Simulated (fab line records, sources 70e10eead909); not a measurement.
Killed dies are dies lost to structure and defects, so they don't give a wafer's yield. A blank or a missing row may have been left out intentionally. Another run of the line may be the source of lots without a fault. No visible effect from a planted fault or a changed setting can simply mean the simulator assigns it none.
Which of the tools did it? ; flow nand_harc ; 12 lots, 36 wafers sampled, at 1 step of a route of 1159

== WHAT EACH GAUGE READ, for each wafer ==
NHARC_P_START_INSPECT_01.
lot;measured;on;raw_defect_count
L075;day 1 18:02;defect_inspect-01;4 2 4
L077;day 2 06:02;defect_inspect-02;2 5 2
L079;day 2 18:02;defect_inspect-02;2 4 4
L081;day 3 06:02;defect_inspect-02;3 2 4
L083;day 3 18:02;defect_inspect-01;2 2 3
L085;day 4 06:03;defect_inspect-02;2 1 2
L087;day 4 18:02;defect_inspect-02;3 5 1
L089;day 5 06:02;defect_inspect-02;3 3 5
L091;day 5 18:02;defect_inspect-01;7 1 7
L093;day 6 06:02;defect_inspect-01;6 3 2
L095;day 6 18:02;defect_inspect-02;2 1 3
L097;day 7 06:02;defect_inspect-02;0 6 4

== WHAT TOOL EACH LOT RAN ON (gives the tool, then ch and the chambers of the sampled wafers, and finally the start) ==
The record shows no process step preceding these readings.

== THE ANSWER, worked out from the rows above alone ==
Rule: usual is defined by the lots themselves. Put in order of their means at a reading, lots are off if they are a third of the lots or fewer, leave a main group of 4 or more, and stand apart from it by a gap of 3 or more times the standard deviation of the main group's means; of several such gaps the widest counts. The tables above print the reading to a certain number of digits; a main group whose means all agree to those digits is not used. A lot without any number at a reading at which 4 lots or more have one is off too. The other lots that the step has rows for count as sound.
No lot is off on any of the readings shown, so nothing can be concluded from this.

== WHAT THE SIMULATOR HAD PUT IN ==
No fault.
